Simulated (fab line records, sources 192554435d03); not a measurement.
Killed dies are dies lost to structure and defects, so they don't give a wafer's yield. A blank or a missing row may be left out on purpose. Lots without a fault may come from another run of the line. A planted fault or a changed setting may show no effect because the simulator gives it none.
Chamber matching | flow n5_finfet | N5_BEOL_M7_ALD_77 on ald_metal-04: 3 sister chambers
The step deposits TaN, target thk 2 nm, pulse time 2 s, purge time 3 s. 6 wafers are shown with their chamber, then 4 later ones without.

WAFERS WITH THEIR CHAMBER
wafer  | chamber | heater_power_w (W) | precursor_vessel_pressure_torr (Torr)
L081.1 | 1       | 403                | 26.26
L087.2 | 1       | 399                | 26.11
L087.4 | 3       | 358                | 26.21
L087.6 | 0       | 417                | 26.31
L090.1 | 0       | 424                | 26.25
L090.2 | 3       | 363                | 26.27

WAFERS WITHOUT THEIR CHAMBER
wafer  | heater_power_w (W) | precursor_vessel_pressure_torr (Torr)
L094.3 | 410                | 26.37
L096.1 | 364                | 26.28
L096.4 | 419                | 26.25
L096.5 | 410                | 26.29

WHICH CHAMBER EACH WENT THROUGH
wafer  | from the rows above     | in truth
L094.3 | can't be placed: 0 or 1 | 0
L096.1 | 3                       | 3
L096.4 | 0                       | 0
L096.5 | can't be placed: 0 or 1 | 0
Placed correctly: 2 of 4. Can't be placed from these rows: 2 (the true chamber is among the candidates in 2). Placed wrongly: 0.
How it was worked out, from the rows above alone: a wafer's distance from a chamber is the root of the sum, over the readings, of the square of ((its reading less the chamber's mean) divided by the reading's scatter). The wafer belongs to the nearest chamber; if the next one is less than 2 further off, it can't be placed. A chamber's mean is the mean of its shown wafers. The scatter: the root of (the sum of the squares of (reading less its chamber's mean) over the shown wafers, divided by (wafers less chambers)).
